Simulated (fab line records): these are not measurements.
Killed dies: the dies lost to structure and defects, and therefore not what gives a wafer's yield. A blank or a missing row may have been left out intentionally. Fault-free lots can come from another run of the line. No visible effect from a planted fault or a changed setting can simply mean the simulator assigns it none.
Matching of chambers | flow n5 finfet | N5_BEOL_M5_ETCH_61 on rie diel-01: 4 sister chambers
The step etches SiARC in CF4, target depth 15.6 nm, time 26 s. 18 wafers are shown with their chamber, then 9 later ones without.

EACH WAFER AND ITS CHAMBER
wafer  | chamber | showerhead plenum p Torr (Torr) | drypump motor current A (A) | etch rf on time s (s)
L076.3 | 2       | 2.14                            | 5.5                         | 26.3
L076.4 | 3       | 2.11                            | 4.7                         | 26.4
L076.6 | 0       | 2.23                            | 5.0                         | 26.4
L077.2 | 3       | 2.11                            | 4.7                         | 26.5
L077.4 | 0       | 2.23                            | 5.0                         | 26.7
L077.5 | 1       | 2.21                            | 5.2                         | 25.8
L080.2 | 3       | 2.11                            | 4.7                         | 26.3
L080.3 | 2       | 2.14                            | 5.6                         | 26.8
L080.4 | 0       | 2.23                            | 5.0                         | 26.3
L083.1 | 3       | 2.11                            | 4.7                         | 26.1
L083.2 | 2       | 2.14                            | 5.5                         | 26.5
L083.4 | 0       | 2.23                            | 5.0                         | 26.3
L084.1 | 1       | 2.21                            | 5.2                         | 25.5
L084.2 | 3       | 2.11                            | 4.8                         | 26.0
L084.4 | 2       | 2.14                            | 5.6                         | 26.9
L088.2 | 1       | 2.20                            | 5.2                         | 24.8
L088.3 | 0       | 2.22                            | 5.0                         | 26.1
L088.5 | 3       | 2.10                            | 4.7                         | 25.5

SIGNATURES (averages over the wafers above)
reading                  | chamber 0 | chamber 1 | chamber 2 | chamber 3 | scatter within a chamber
showerhead plenum p Torr | 2.2280    | 2.2067    | 2.1400    | 2.1083    | 0.00405
drypump motor current A  | 5.000     | 5.200     | 5.550     | 4.717     | 0.0362
etch rf on time s        | 26.360    | 25.367    | 26.625    | 26.133    | 0.338
Rule: for a wafer and a chamber, the distance is found by dividing, reading by reading, the gap between the wafer's reading and the chamber's mean by the reading's scatter, squaring, summing and taking the root. If the next closest chamber is less than 2 further off than the closest, the wafer can't be placed; otherwise it belongs to the closest. The scatter: take each reading less its chamber's mean, square it, sum over the shown wafers, divide by the number of wafers less the number of chambers, and take the root.

WAFERS WHOSE CHAMBER IS MISSING
wafer  | showerhead plenum p Torr (Torr) | drypump motor current A (A) | etch rf on time s (s)
L095.2 | 2.22                            | 5.0                         | 26.1
L095.5 | 2.13                            | 5.6                         | 26.8
L095.6 | 2.10                            | 4.7                         | 25.2
L094.3 | 2.10                            | 4.7                         | 25.5
L094.4 | 2.13                            | 5.5                         | 26.9
L094.5 | 2.22                            | 5.0                         | 26.3
L096.1 | 2.22                            | 5.0                         | 26.3
L096.4 | 2.10                            | 4.7                         | 25.7
L096.5 | 2.10                            | 4.7                         | 25.8

EACH ONE'S CHAMBER
wafer  | from the rows above | in truth
L095.2 | 0                   | 0
L095.5 | 2                   | 2
L095.6 | 3                   | 3
L094.3 | 3                   | 3
L094.4 | 2                   | 2
L094.5 | 0                   | 0
L096.1 | 0                   | 0
L096.4 | 3                   | 3
L096.5 | 3                   | 3
Correctly placed: 9 of 9. Can't be placed from these rows: 0. 0 placed wrongly.
